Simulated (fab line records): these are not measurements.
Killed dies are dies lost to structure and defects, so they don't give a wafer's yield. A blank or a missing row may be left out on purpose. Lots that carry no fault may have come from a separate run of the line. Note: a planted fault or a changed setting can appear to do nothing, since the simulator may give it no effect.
fab line records	flow nand-harc
record lots=11	wafers=33	last-day=33
route steps=1302 shown P_M1@305 P_M2@325 END@1302
lots that met no fault: from a run of the same line without faults
start-h: the number of hours between the record's first day and the start of the first shown wafer of the lot	wait-h: how many hours have passed since the lot's step before this one	" as in the row above	L1.1+2: a row that stands for several wafers	- no value, or no start given	* or withheld: withheld	< > ~ a bound
route shown NAME@n: names a module that has steps shown in the file, with the first one's number in the route	usual: mean/standard deviation taken from wafers without a fault	same: alike in all rows	chamber/n: place in a boat	sites: the reading at each site	_std_site: their standard deviation	_edge_site: inner sites' mean taken away from outer sites' mean	radius-mm: how far each site lies from the wafer's centre	mask NAME#n: copy n	behind: the last tool/chamber to shape the wafer	hold: what put the lot on hold/how long, in hours/how the hold closed	device: the transistor (n, p or np) that didn't switch	end of line: the same wafers' tests at the end of the route	a step without rows: its recipe alone	killed: the dies lost at the first sort to structure and to defects; this is not the yield of the wafer	map: dies across one wafer; x = killed, . = not, _ = none there
set.NAME: the setting as run; set.NAME@STEP: as run at that earlier step	model.NAME: the simulator's own value behind a step, which no gauge read
route steps across a sampled set of lots; one table per step, one row per wafer
services: a tool's chamber out of use, with start hour (start-h, from the record's first day; less than 0 if before it), hours out, and reason
## steps
# step NHARC_P_M1_DEGAS_29
# recipe temp-c=250	time-s=60
# usual heater-power-w=317/23	susceptor-temp-C=250.01/0.16
lot.wafer	tool	chamber	start-h	wait-h	heater-power-w	susceptor-temp-C
L662.4	pvd-sputter-02	-	141.92	-	297	249.76
L662.2	"	-	"	"	299	249.87
L662.5	"	-	"	"	302	250.01
L663.3	pvd-sputter-03	-	156.22	-	311	250.35
L663.2	"	-	"	"	325	250.03
L663.6	"	-	"	"	315	249.88
L664.3	pvd-sputter-03	-	165.53	-	324	250.14
L664.1	"	-	"	"	303	250.23
L664.2	"	-	"	"	282	249.93
L666.4	pvd-sputter-01	-	187.06	-	304	250.16
L666.1	"	-	"	"	310	249.91
L666.6	"	-	"	"	314	249.98
L669.3	pvd-sputter-02	-	211.58	-	297	250.02
L669.2	"	-	"	"	372	250.01
L669.1	"	-	"	"	306	250.15
L670.4	pvd-sputter-03	-	230.59	-	340	249.66
L670.3	"	-	"	"	281	249.74
L670.5	"	-	"	"	339	249.78
L671.2	pvd-sputter-02	-	235.55	-	371	-
L671.1	"	-	"	"	308	-
L671.6	"	-	"	"	363	-
L678.2	pvd-sputter-03	-	311.43	-	319	249.98
L678.6	"	-	"	"	323	250.15
L678.5	"	-	"	"	305	250.34
L681.3	pvd-sputter-02	-	335.70	-	340	249.84
L681.2	"	-	"	"	307	249.76
L681.6	"	-	"	"	343	250.08
L682.3	pvd-sputter-01	-	345.49	-	329	250.50
L682.2	"	-	"	"	334	250.04
L682.5	"	-	"	"	299	249.97
L683.3	pvd-sputter-02	-	357.57	-	316	-
L683.5	"	-	"	"	313	-
L683.6	"	-	"	"	303	-
# step NHARC_P_M1_PRE_CLEAN_30
# recipe time-s=30	temp-c=280	gas=H2/He
# usual heater-power-w=390/28	susceptor-temp-C=280.01/0.18
lot.wafer	tool	chamber	start-h	wait-h	heater-power-w	susceptor-temp-C
L662.2	pvd-sputter-02	-	-	-	455	279.49
L662.4	"	-	"	"	415	280.22
L662.5	"	-	"	"	407	280.03
L663.3	pvd-sputter-03	-	-	-	340	280.08
L663.2	"	-	"	"	415	279.79
L663.6	"	-	"	"	383	279.91
L664.1	pvd-sputter-03	-	-	-	394	280.03
L664.2	"	-	"	"	380	279.92
L664.3	"	-	"	"	428	279.89
L666.4	pvd-sputter-01	-	-	-	396	280.05
L666.1	"	-	"	"	412	280.23
L666.6	"	-	"	"	395	280.29
L669.3	pvd-sputter-02	-	-	-	453	280.03
L669.1	"	-	"	"	401	279.66
L669.2	"	-	"	"	365	280.19
L670.4	pvd-sputter-03	-	-	-	341	279.83
L670.3	"	-	"	"	393	280.08
L670.5	"	-	"	"	421	280.23
L671.1	pvd-sputter-02	-	-	-	366	-
L671.2	"	-	"	"	440	-
L671.6	"	-	"	"	370	-
L678.2	pvd-sputter-03	-	-	-	348	279.70
L678.6	"	-	"	"	417	280.17
L678.5	"	-	"	"	391	280.24
L681.3	pvd-sputter-02	-	-	-	381	279.72
L681.2	"	-	"	"	372	280.17
L681.6	"	-	"	"	380	279.79
L682.3	pvd-sputter-01	-	-	-	370	279.93
L682.2	"	-	"	"	408	279.99
L682.5	"	-	"	"	370	280.13
L683.3	pvd-sputter-02	-	-	-	436	280.04
L683.6	"	-	"	"	420	280.20
L683.5	"	-	"	"	429	280.05
# step NHARC_P_M2_EXPOSE_06
# recipe na=1.35	target-cd-nm=170	dose-mj=80.78	mask-id=P_M2
# usual stage-vel-mm-s=499.98/0.22
# same na=1.35
lot.wafer	tool	chamber	start-h	wait-h	mask	stage-vel-mm-s
L662.2	arfi-scanner-03	0	144.61	-	P_M2#0	500.35
L662.4	"	0	"	"	P_M2#0	500.07
L662.5	"	0	"	"	P_M2#0	499.85
L663.2	arfi-scanner-02	0	159.23	-	P_M2#0	499.91
L663.3	"	0	"	"	P_M2#0	499.92
L663.6	"	0	"	"	P_M2#0	500.07
L664.1	arfi-scanner-01	0	168.64	-	P_M2#0	499.77
L664.2	"	0	"	"	P_M2#0	499.80
L664.3	"	0	"	"	P_M2#0	500.01
L666.1	arfi-scanner-03	0	189.72	-	P_M2#0	500.36
L666.4	"	0	"	"	P_M2#0	500.26
L666.6	"	0	"	"	P_M2#0	500.28
L669.1	arfi-scanner-02	0	214.44	-	P_M2#0	500.30
L669.2	"	0	"	"	P_M2#0	500.18
L669.3	"	0	"	"	P_M2#0	500.33
L670.3	arfi-scanner-03	0	233.59	-	P_M2#0	500.20
L670.4	"	0	"	"	P_M2#0	499.83
L670.5	"	0	"	"	P_M2#0	499.92
L671.1	arfi-scanner-01	0	239.62	-	P_M2#0	500.08
L671.2	"	0	"	"	P_M2#0	500.07
L671.6	"	0	"	"	P_M2#0	500.12
L678.2	arfi-scanner-01	0	314.28	-	P_M2#0	499.93
L678.5	"	0	"	"	P_M2#0	499.98
L678.6	"	0	"	"	P_M2#0	499.91
L681.2	arfi-scanner-02	0	338.54	-	P_M2#0	499.98
L681.3	"	0	"	"	P_M2#0	499.79
L681.6	"	0	"	"	P_M2#0	499.49
L682.2	arfi-scanner-03	0	348.34	-	P_M2#0	500.17
L682.3	"	0	"	"	P_M2#0	499.99
L682.5	"	0	"	"	P_M2#0	500.21
L683.3	arfi-scanner-03	0	360.27	-	P_M2#0	500.02
L683.5	"	0	"	"	P_M2#0	499.80
L683.6	"	0	"	"	P_M2#0	499.68
# step NHARC_P_M2_CD_MEAS_09
# recipe target-cd-nm=170	landing-energy-ev=500
# usual cd-nm=169.8/0.67
lot.wafer	tool	chamber	start-h	wait-h	cd-nm
L662.2	cd-sem-01	0	144.74	-	170.3
L662.4	"	0	"	"	170.1
L662.5	"	0	"	"	169.0
L663.2	cd-sem-02	0	159.37	-	169.6
L663.3	"	0	"	"	169.5
L663.6	"	0	"	"	168.9
L664.1	cd-sem-01	0	168.78	-	169.3
L664.2	"	0	"	"	169.2
L664.3	"	0	"	"	169.1
L666.1	cd-sem-03	0	189.85	-	169.5
L666.4	"	0	"	"	169.1
L666.6	"	0	"	"	169.6
L669.1	cd-sem-02	0	214.58	-	170.1
L669.2	"	0	"	"	169.7
L669.3	"	0	"	"	169.9
L670.3	cd-sem-01	0	233.73	-	170.4
L670.4	"	0	"	"	168.9
L670.5	"	0	"	"	170.1
L671.1	cd-sem-03	0	239.76	-	170.0
L671.2	"	0	"	"	169.4
L671.6	"	0	"	"	170.1
L678.2	cd-sem-02	0	314.42	-	169.0
L678.5	"	0	"	"	179.0
L678.6	"	0	"	"	169.0
L681.2	cd-sem-02	0	338.67	-	167.9
L681.3	"	0	"	"	169.3
L681.6	"	0	"	"	168.5
L682.2	cd-sem-01	0	348.48	-	168.9
L682.3	"	0	"	"	169.9
L682.5	"	0	"	"	170.4
L683.3	cd-sem-01	0	360.41	-	170.7
L683.5	"	0	"	"	171.1
L683.6	"	0	"	"	169.9
# step NHARC_P_M2_ETCH_15
# recipe target-depth-a=1825	time-s=91.2	c4f8-flow-sccm=withheld	ar-flow-sccm=400	rf-w=600	bias-w=300	chemistry=C4F8/Ar
# usual oes-product-au=0.937/0.023	rf-fwd-power-W=596.1/2.2	rf-vpp-V=439.9/2.5
lot.wafer	tool	chamber	start-h	wait-h	oes-product-au	rf-fwd-power-W	rf-hours-counter-h	rf-vpp-V
L662.2	rie-diel-13	1	-	-	0.930	594.0	9.5	443.7
L662.4	"	0	"	"	0.933	593.0	10.6	437.3
L662.5	"	1	"	"	0.934	594.9	-	442.9
L663.3	rie-diel-07	3	-	-	0.924	595.6	3.3	443.3
L663.2	"	2	"	"	0.923	597.2	3.0	437.1
L663.6	"	0	"	"	0.914	594.8	-	439.8
L664.1	rie-diel-11	2	-	-	0.916	598.0	2.4	443.0
L664.2	"	3	"	"	0.934	597.8	3.8	442.5
L664.3	"	0	"	"	0.935	596.7	4.0	437.9
L666.4	rie-diel-11	0	-	-	0.926	596.5	4.8	439.7
L666.1	"	2	"	"	0.925	598.1	3.5	440.1
L666.6	"	0	"	"	0.921	593.2	-	439.4
L669.1	rie-diel-11	0	-	-	0.922	594.4	5.6	439.5
L669.3	"	1	"	"	0.935	596.9	4.8	440.4
L669.2	"	2	"	"	0.930	591.6	4.6	443.1
L670.4	rie-diel-13	0	-	-	0.930	596.3	1.7	437.4
L670.3	"	1	"	"	0.944	594.8	1.6	443.0
L670.5	"	0	"	"	0.931	594.6	-	437.1
L671.2	rie-diel-07	0	-	-	0.903	593.5	7.0	440.9
L671.1	"	1	"	"	0.915	593.6	7.0	437.9
L671.6	"	0	"	"	0.895	594.3	-	440.9
L678.2	rie-diel-07	2	-	-	0.964	597.1	1.4	437.6
L678.6	"	2	"	"	0.967	596.3	-	435.9
L678.5	"	3	"	"	0.949	590.9	-	443.1
L681.2	rie-diel-07	0	-	-	0.929	592.8	1.7	441.3
L681.3	"	1	"	"	0.928	598.0	1.8	438.5
L681.6	"	1	"	"	0.924	600.6	-	438.7
L682.2	rie-diel-11	3	-	-	0.975	596.0	4.2	441.9
L682.3	"	0	"	"	0.985	595.3	4.3	438.7
L682.5	"	1	"	"	0.988	596.7	-	441.9
L683.3	rie-diel-07	1	-	-	0.920	594.5	2.8	438.2
L683.6	"	0	"	"	0.914	596.8	-	439.6
L683.5	"	1	"	"	0.925	598.9	-	439.3
# step NHARC_END_SORT_01
# recipe temp-c=25
# usual defect-limited-yield=91.4/2.7	killed-at-array=53/19	killed-at-other=0.7/1.1	killed-at-periphery=4.2/2.7	killed-dies=58/18	killed-open=3.1/1.9	killed-short=2.5/1.6	sort_bin_2_pct=3.0/1.2	sort_bin_3_pct=0.7/0.41	sort_bin_4_pct=4.9/1.5	sort-n-pass=619/18	sort-rim-yield-pct=90/4.1	sort-yield-pct=91.4/2.7
# same gross-dies=677	sort_bin_5_pct[%]=0	sort_bin_6_pct[%]=0	sort_bin_7_pct[%]=0	sort_bin_8_pct[%]=0	sort-rim-n-gross=106.00
lot.wafer	tool	chamber	start-h	wait-h	defect-limited-yield[%]	killed-at-array	killed-at-other	killed-at-periphery	killed-dies	killed-open	killed-short	sort_bin_2_pct[%]	sort_bin_3_pct[%]	sort_bin_4_pct[%]	sort-n-pass	sort-rim-yield-pct[%]	sort-yield-pct[%]
L662.2	prober-02	0	580.11	2.8	87.1	82	2	3	87	1	4	5.5	1.2	6.2	590	87	87.1
L662.4	prober-02	0	581.72	3.4	88.2	80	0	0	80	1	1	3.4	0.7	7.7	597	90	88.2
L662.5	prober-02	0	582.52	3.7	86.9	84	1	4	89	1	1	4.4	1.6	7.1	588	82	86.9
L663.2	prober-01	0	587.83	2.8	95.3	22	1	9	32	3	1	1.3	0.4	3.0	645	93	95.3
L663.3	prober-01	0	588.63	3.1	94.5	27	0	10	37	1	5	2.1	0.1	3.2	640	92	94.5
L663.6	prober-01	0	591.03	4.0	95.6	23	1	6	30	8	2	2.2	0.1	2.1	647	99	95.6
L664.1	prober-01	0	596.27	2.5	93.5	40	0	4	44	4	3	2.2	0.6	3.7	633	92	93.5
L664.2	prober-01	0	597.07	2.8	92.3	51	0	1	52	3	2	2.7	0.6	4.4	625	89	92.3
L664.3	prober-01	0	597.87	3.1	92.0	49	0	5	54	4	3	2.1	0.7	5.2	623	88	92.0
L666.1	prober-01	0	616.15	2.5	91.0	53	0	8	61	6	4	2.8	0.4	5.8	616	93	91.0
L666.4	prober-01	0	618.55	3.4	93.4	43	0	2	45	1	3	2.7	0.4	3.5	632	93	93.4
L666.6	prober-01	0	620.16	4.0	95.1	29	1	3	33	2	1	1.9	0.1	2.8	644	91	95.1
L669.1	prober-01	0	651.94	2.5	91.7	52	0	4	56	3	4	2.8	0.7	4.7	621	90	91.7
L669.2	prober-01	0	652.75	2.8	91.3	56	0	3	59	2	1	3.1	0.6	5.0	618	92	91.3
L669.3	prober-01	0	653.56	3.1	90.4	61	0	4	65	1	2	3.1	0.4	6.1	612	93	90.4
L670.3	prober-02	0	664.05	3.1	93.2	38	0	8	46	2	4	2.2	0.6	4.0	631	91	93.2
L670.4	prober-02	0	664.85	3.4	92.2	51	1	1	53	1	1	2.8	0.7	4.3	624	92	92.2
L670.5	prober-02	0	665.65	3.7	92.8	38	3	8	49	3	1	2.7	0.6	4.0	628	94	92.8
L671.1	prober-02	0	670.22	2.5	90.5	62	0	2	64	4	1	3.4	0.6	5.5	613	92	90.5
L671.2	prober-02	0	671.02	2.8	90.7	62	0	1	63	3	2	3.5	0.6	5.2	614	91	90.7
L671.6	prober-02	0	674.21	4.0	93.1	43	2	2	47	7	3	2.4	0.7	3.8	630	91	93.1
L678.2	prober-01	0	752.90	2.8	86.0	91	0	4	95	3	3	5.2	1.3	7.5	582	89	86.0
L678.5	prober-01	0	755.32	3.7	85.8	93	0	3	96	3	5	4.4	1.6	8.1	581	80	85.8
L678.6	prober-01	0	756.12	4.0	89.1	66	0	8	74	1	0	4.6	1.0	5.3	603	88	89.1
L681.2	prober-01	0	762.38	2.8	89.5	67	0	4	71	3	4	3.0	0.9	6.6	606	93	89.5
L681.3	prober-01	0	763.19	3.1	87.9	79	0	3	82	3	3	4.7	1.3	6.1	595	89	87.9
L681.6	prober-01	0	765.61	4.0	87.6	80	0	4	84	2	8	4.9	1.8	5.8	593	89	87.6
L682.2	prober-01	0	779.79	2.8	90.8	57	1	4	62	0	4	2.7	0.4	6.1	615	92	90.8
L682.3	prober-01	0	780.57	3.1	92.9	40	4	4	48	1	1	1.9	0.4	4.7	629	96	92.9
L682.5	prober-01	0	782.14	3.6	93.2	40	3	3	46	6	1	2.8	0.4	3.5	631	90	93.2
L683.3	prober-02	0	794.09	3.1	86.6	88	1	2	91	3	4	4.6	0.9	8.0	586	89	86.6
L683.5	prober-02	0	795.70	3.7	91.3	54	2	3	59	4	2	3.1	0.9	4.7	618	88	91.3
L683.6	prober-02	0	796.50	4.0	88.8	73	2	1	76	1	6	5.5	0.9	4.9	601	94	88.8
# killed by level:class
L662.2 A_CHANNEL_HOLE_D2:chamber-film-flake=27 A_SLIT:chamber-film-flake=26 A_CHANNEL_HOLE_D1:chamber-film-flake=21 A_STAIRCASE:chamber-film-flake=3 STARTING-WAFER:geometric-particle:short=2 A_CONTACT:chamber-film-flake=2 A_CHANNEL_FILL_D1:geometric-particle:short=1 A_CHANNEL_HOLE_D2:geometric-particle:short=1
L662.4 A_CHANNEL_HOLE_D1:chamber-film-flake=26 A_SLIT:chamber-film-flake=24 A_CHANNEL_HOLE_D2:chamber-film-flake=22 A_CONTACT:chamber-film-flake=3 A_WL_FILL:chamber-film-flake=2 A_WL_FILL:geometric-particle:short=1 A_CONTACT:geometric-particle:open=1 A_STAIRCASE:chamber-film-flake=1
L662.5 A_SLIT:chamber-film-flake=28 A_CHANNEL_HOLE_D2:chamber-film-flake=27 A_CHANNEL_HOLE_D1:chamber-film-flake=21 A_STAIRCASE:chamber-film-flake=5 P_BONDPAD:chamber-film-flake=2 P_M0:geometric-particle:open=1 A_ONON_D1:geometric-particle:short=1 P_ZERO_WELL:chamber-film-flake=1
L663.2 P_GATE:chamber-film-flake=7 A_CHANNEL_HOLE_D2:chamber-film-flake=6 A_CONTACT:chamber-film-flake=5 A_CHANNEL_HOLE_D1:chamber-film-flake=3 A_STAIRCASE:chamber-film-flake=2 A_WL_FILL:chamber-film-flake=2 A_ONON_D1:geometric-particle:short=1 A_WL_FILL:geometric-particle:open=1
L663.3 A_CHANNEL_HOLE_D2:chamber-film-flake=10 P_GATE:chamber-film-flake=9 A_CHANNEL_HOLE_D1:chamber-film-flake=4 A_STAIRCASE:chamber-film-flake=3 A_CHANNEL_HOLE_D2:geometric-particle:short=2 A_ONON_D2:geometric-particle:open=1 A_CHANNEL_FILL_D2:geometric-particle:short=1 A_STAIRCASE:geometric-particle:short=1
L663.6 A_CHANNEL_HOLE_D2:chamber-film-flake=8 P_GATE:chamber-film-flake=4 A_CONTACT:chamber-film-flake=4 A_DECK1_JOINT:geometric-particle:open=2 A_CONTACT:geometric-particle:open=2 A_CHANNEL_HOLE_D1:chamber-film-flake=2 P_M0:geometric-particle:open=1 A_DECK1_JOINT:geometric-particle:short=1
L664.1 A_SLIT:chamber-film-flake=20 A_CHANNEL_HOLE_D2:chamber-film-flake=6 A_CONTACT:chamber-film-flake=3 P_GATE:geometric-particle:open=2 P_ZERO_WELL:chamber-film-flake=2 A_CHANNEL_HOLE_D1:chamber-film-flake=2 A_STAIRCASE:chamber-film-flake=2 A_BONDPAD:chamber-film-flake=2
L664.2 A_SLIT:chamber-film-flake=25 A_CHANNEL_HOLE_D2:chamber-film-flake=14 A_CONTACT:chamber-film-flake=4 P_M1:geometric-particle:open=1 A_SOURCE_PLATE:geometric-particle:short=1 A_ONON_D2:geometric-particle:open=1 A_ONON_D2:geometric-particle:short=1 A_CHANNEL_FILL_D2:geometric-particle:open=1
L664.3 A_SLIT:chamber-film-flake=25 A_CHANNEL_HOLE_D2:chamber-film-flake=10 A_BONDPAD:chamber-film-flake=5 P_ZERO_WELL:chamber-film-flake=4 P_GATE:geometric-particle:open=1 A_SOURCE_PLATE:geometric-particle:short=1 A_SOURCE_PLATE:geometric-particle:open=1 A_ONON_D1:geometric-particle:short=1
L666.1 A_CHANNEL_HOLE_D2:chamber-film-flake=31 P_GATE:chamber-film-flake=5 A_CHANNEL_HOLE_D1:chamber-film-flake=4 A_STAIRCASE:chamber-film-flake=4 A_CHANNEL_FILL_D1:chamber-film-flake=3 A_ONON_D1:geometric-particle:open=2 A_ONON_D2:geometric-particle:short=2 A_WL_FILL:chamber-film-flake=2
L666.4 A_CHANNEL_HOLE_D2:chamber-film-flake=26 A_CHANNEL_HOLE_D1:chamber-film-flake=5 A_CONTACT:chamber-film-flake=3 A_WL_FILL:chamber-film-flake=2 A_CHANNEL_FILL_D1:geometric-particle:open=1 A_CHANNEL_HOLE_D2:geometric-particle:short=1 A_SGD_CUT:geometric-particle:short=1 A_M0:geometric-particle:short=1
L666.6 A_CHANNEL_HOLE_D2:chamber-film-flake=17 A_CONTACT:chamber-film-flake=4 P_GATE:chamber-film-flake=3 A_CHANNEL_HOLE_D1:chamber-film-flake=3 A_ONON_D1:geometric-particle:short=1 A_CHANNEL_HOLE_D2:geometric-particle:open=1 A_WL_FILL:geometric-particle:open=1 A_STAIRCASE:chamber-film-flake=1
L669.1 A_SLIT:chamber-film-flake=23 A_CHANNEL_HOLE_D2:chamber-film-flake=16 A_CHANNEL_HOLE_D1:chamber-film-flake=7 P_CONTACT:chamber-film-flake=3 A_ONON_D1:geometric-particle:open=2 P_CONTACT:geometric-particle:short=1 A_SOURCE_PLATE:geometric-particle:short=1 A_ONON_D1:geometric-particle:short=1
L669.2 A_SLIT:chamber-film-flake=37 A_CHANNEL_HOLE_D2:chamber-film-flake=7 A_CHANNEL_HOLE_D1:chamber-film-flake=4 P_GATE:chamber-film-flake=2 A_WL_FILL:chamber-film-flake=2 A_ONON_D1:geometric-particle:open=1 A_ONON_D1:geometric-particle:short=1 A_ONON_D2:geometric-particle:open=1
L669.3 A_SLIT:chamber-film-flake=38 A_CHANNEL_HOLE_D2:chamber-film-flake=15 P_GATE:chamber-film-flake=3 A_CHANNEL_HOLE_D1:chamber-film-flake=2 A_CONTACT:chamber-film-flake=2 P_CONTACT:geometric-particle:open=1 A_CHANNEL_FILL_D2:geometric-particle:short=1 A_SGD_CUT:geometric-particle:short=1
L670.3 A_CHANNEL_HOLE_D1:chamber-film-flake=18 A_STAIRCASE:chamber-film-flake=6 P_M1:chamber-film-flake=6 A_CONTACT:chamber-film-flake=3 A_ONON_D2:geometric-particle:short=2 A_CHANNEL_HOLE_D2:chamber-film-flake=2 A_DECK1_JOINT:chamber-film-flake=2 P_M0:geometric-particle:open=1
L670.4 A_CHANNEL_HOLE_D1:chamber-film-flake=34 A_CONTACT:chamber-film-flake=4 A_BONDPAD:chamber-film-flake=3 A_CHANNEL_FILL_D2:chamber-film-flake=2 A_STAIRCASE:chamber-film-flake=2 A_CHANNEL_HOLE_D2:geometric-particle:open=1 A_WL_FILL:geometric-particle:short=1 P_M1:chamber-film-flake=1
L670.5 A_CHANNEL_HOLE_D1:chamber-film-flake=26 P_M1:chamber-film-flake=6 A_STAIRCASE:chamber-film-flake=4 THIN_TSV:chamber-film-flake=3 A_M0:geometric-particle:open=2 P_CONTACT:chamber-film-flake=2 A_WL_FILL:chamber-film-flake=2 A_DECK1_JOINT:geometric-particle:short=1
L671.1 A_SLIT:chamber-film-flake=26 A_CHANNEL_HOLE_D2:chamber-film-flake=22 A_CHANNEL_HOLE_D1:chamber-film-flake=5 A_M0:geometric-particle:open=2 A_STAIRCASE:chamber-film-flake=2 A_CONTACT:chamber-film-flake=2 P_CONTACT:geometric-particle:open=1 A_ONON_D1:geometric-particle:open=1
L671.2 A_SLIT:chamber-film-flake=37 A_CHANNEL_HOLE_D2:chamber-film-flake=15 A_ONON_D1:geometric-particle:short=1 A_ONON_D2:geometric-particle:short=1 A_ONON_D2:geometric-particle:open=1 A_SGD_CUT:geometric-particle:open=1 A_BLC:geometric-particle:open=1 P_M1:chamber-film-flake=1
L671.6 A_SLIT:chamber-film-flake=20 A_CHANNEL_HOLE_D2:chamber-film-flake=6 A_BONDPAD:chamber-film-flake=3 A_WL_FILL:geometric-particle:open=2 A_STAIRCASE:chamber-film-flake=2 P_CONTACT:geometric-particle:open=1 A_SOURCE_PLATE:geometric-particle:short=1 A_CHANNEL_HOLE_D1:geometric-particle:short=1
L678.2 A_SLIT:chamber-film-flake=34 A_CHANNEL_HOLE_D1:chamber-film-flake=23 A_CHANNEL_HOLE_D2:chamber-film-flake=22 A_CONTACT:chamber-film-flake=6 P_STI:chamber-film-flake=3 P_GATE:geometric-particle:open=1 A_ONON_D1:geometric-particle:open=1 A_CHANNEL_HOLE_D1:geometric-particle:short=1
L678.5 A_SLIT:chamber-film-flake=33 A_CHANNEL_HOLE_D1:chamber-film-flake=23 A_CHANNEL_HOLE_D2:chamber-film-flake=22 A_CONTACT:chamber-film-flake=3 A_ONON_D1:geometric-particle:short=2 A_WL_FILL:geometric-particle:short=2 P_STI:chamber-film-flake=2 A_DECK1_JOINT:chamber-film-flake=2
L678.6 A_CHANNEL_HOLE_D1:chamber-film-flake=32 A_SLIT:chamber-film-flake=15 A_CHANNEL_HOLE_D2:chamber-film-flake=10 A_CONTACT:chamber-film-flake=7 P_STI:chamber-film-flake=6 P_ZERO_WELL:chamber-film-flake=2 A_WL_FILL:geometric-particle:open=1 A_STAIRCASE:chamber-film-flake=1
L681.2 A_CHANNEL_HOLE_D2:chamber-film-flake=20 A_SLIT:chamber-film-flake=20 A_CHANNEL_HOLE_D1:chamber-film-flake=12 A_STAIRCASE:chamber-film-flake=5 A_CONTACT:chamber-film-flake=3 P_GATE:chamber-film-flake=2 P_M1:geometric-particle:open=1 A_SOURCE_PLATE:geometric-particle:short=1
L681.3 A_CHANNEL_HOLE_D2:chamber-film-flake=31 A_SLIT:chamber-film-flake=22 A_CHANNEL_HOLE_D1:chamber-film-flake=14 P_ZERO_WELL:chamber-film-flake=2 A_CHANNEL_FILL_D2:chamber-film-flake=2 A_STAIRCASE:chamber-film-flake=2 A_CONTACT:chamber-film-flake=2 P_M0:geometric-particle:short=1
L681.6 A_SLIT:chamber-film-flake=41 A_CHANNEL_HOLE_D2:chamber-film-flake=14 A_CHANNEL_HOLE_D1:chamber-film-flake=8 A_CONTACT:chamber-film-flake=4 A_ONON_D1:geometric-particle:short=3 A_STAIRCASE:chamber-film-flake=3 A_CHANNEL_FILL_D2:geometric-particle:short=2 P_M0:chamber-film-flake=2
L682.2 A_CHANNEL_HOLE_D2:chamber-film-flake=31 A_SLIT:chamber-film-flake=13 A_CONTACT:chamber-film-flake=4 A_STAIRCASE:chamber-film-flake=3 P_ZERO_WELL:chamber-film-flake=2 P_GATE:chamber-film-flake=2 A_DECK1_JOINT:geometric-particle:short=1 A_SGD_CUT:geometric-particle:short=1
L682.3 A_CHANNEL_HOLE_D2:chamber-film-flake=26 A_STAIRCASE:chamber-film-flake=5 A_SLIT:chamber-film-flake=5 A_CONTACT:chamber-film-flake=3 THIN_TSV:chamber-film-flake=3 P_ZERO_WELL:chamber-film-flake=2 A_DECK1_JOINT:geometric-particle:short=1 THIN_TSV:geometric-particle:open=1
L682.5 A_CHANNEL_HOLE_D2:chamber-film-flake=23 A_SLIT:chamber-film-flake=4 P_GATE:chamber-film-flake=3 THIN_TSV:chamber-film-flake=3 A_M0:geometric-particle:open=2 A_CONTACT:chamber-film-flake=2 A_CHANNEL_HOLE_D1:geometric-particle:open=1 A_DECK1_JOINT:geometric-particle:open=1
L683.3 A_SLIT:chamber-film-flake=32 A_CHANNEL_HOLE_D2:chamber-film-flake=30 A_CONTACT:chamber-film-flake=15 A_CHANNEL_HOLE_D1:chamber-film-flake=4 A_WL_FILL:chamber-film-flake=2 P_GATE:geometric-particle:short=1 P_M1:geometric-particle:open=1 A_ONON_D1:geometric-particle:open=1
L683.5 A_SLIT:chamber-film-flake=19 A_CHANNEL_HOLE_D2:chamber-film-flake=16 A_CONTACT:chamber-film-flake=10 A_CHANNEL_FILL_D1:geometric-particle:open=2 A_CHANNEL_FILL_D1:chamber-film-flake=2 THIN_TSV:chamber-film-flake=2 P_M1:geometric-particle:short=1 A_CHANNEL_FILL_D1:geometric-particle:short=1
L683.6 A_SLIT:chamber-film-flake=29 A_CHANNEL_HOLE_D2:chamber-film-flake=25 A_CONTACT:chamber-film-flake=10 A_CHANNEL_FILL_D1:geometric-particle:short=2 THIN_TSV:chamber-film-flake=2 P_M1:geometric-particle:open=1 A_CHANNEL_HOLE_D1:geometric-particle:short=1 A_ONON_D2:geometric-particle:short=1
## services
tool	chamber	start-h	hours	kind
arfi-scanner-01	-	124.78	0.4	repair
arfi-scanner-02	-	140.00	4.0	pm
rie-diel-11	2	145.06	18.2	repair
pvd-sputter-02	-	154.95	3.2	repair
arfi-scanner-01	-	158.27	0.8	repair
arfi-scanner-02	-	162.64	0.6	repair
pvd-sputter-03	-	170.00	10.0	pm
rie-diel-07	0	186.90	2.9	repair
arfi-scanner-03	-	196.00	4.0	pm
pvd-sputter-03	-	203.14	1.0	repair
arfi-scanner-02	-	218.34	13.0	repair
rie-diel-11	1	218.60	4.3	repair
arfi-scanner-01	-	223.12	1.7	repair
pvd-sputter-01	-	226.00	10.0	pm
arfi-scanner-03	-	233.95	0.7	repair
rie-diel-11	1	249.69	2.9	repair
arfi-scanner-03	-	252.53	1.7	repair
arfi-scanner-01	-	252.98	0.3	repair
rie-diel-11	-	255.53	9.0	pm
pvd-sputter-02	-	263.14	1.9	repair
pvd-sputter-02	-	282.04	10.0	pm
rie-diel-07	-	294.58	9.0	pm
pvd-sputter-01	-	295.80	4.4	repair
pvd-sputter-03	-	348.00	10.0	pm
## key
first-sign step=NHARC_P_M2_CD_MEAS_09	reading=cd-nm	direction=up	sigmas=14	usual=169.8	struck=179.0
effect none on later readings
met-at NHARC_P_M2_EXPOSE_06
struck-lots L678
struck-wafers L678.5
not-acting-at NHARC_P_M1_DEGAS_29,NHARC_P_M1_PRE_CLEAN_30,NHARC_P_M2_ETCH_15
onset-between 239.62 314.28
fault kind=process-parameter-drift	tool=arfi-scanner-01	chamber=-	onset-h=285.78	steps=NHARC_P_M2_EXPOSE_06	channel=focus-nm	offset=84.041	shape=step	end-h=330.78	scope=struck-wafers-only
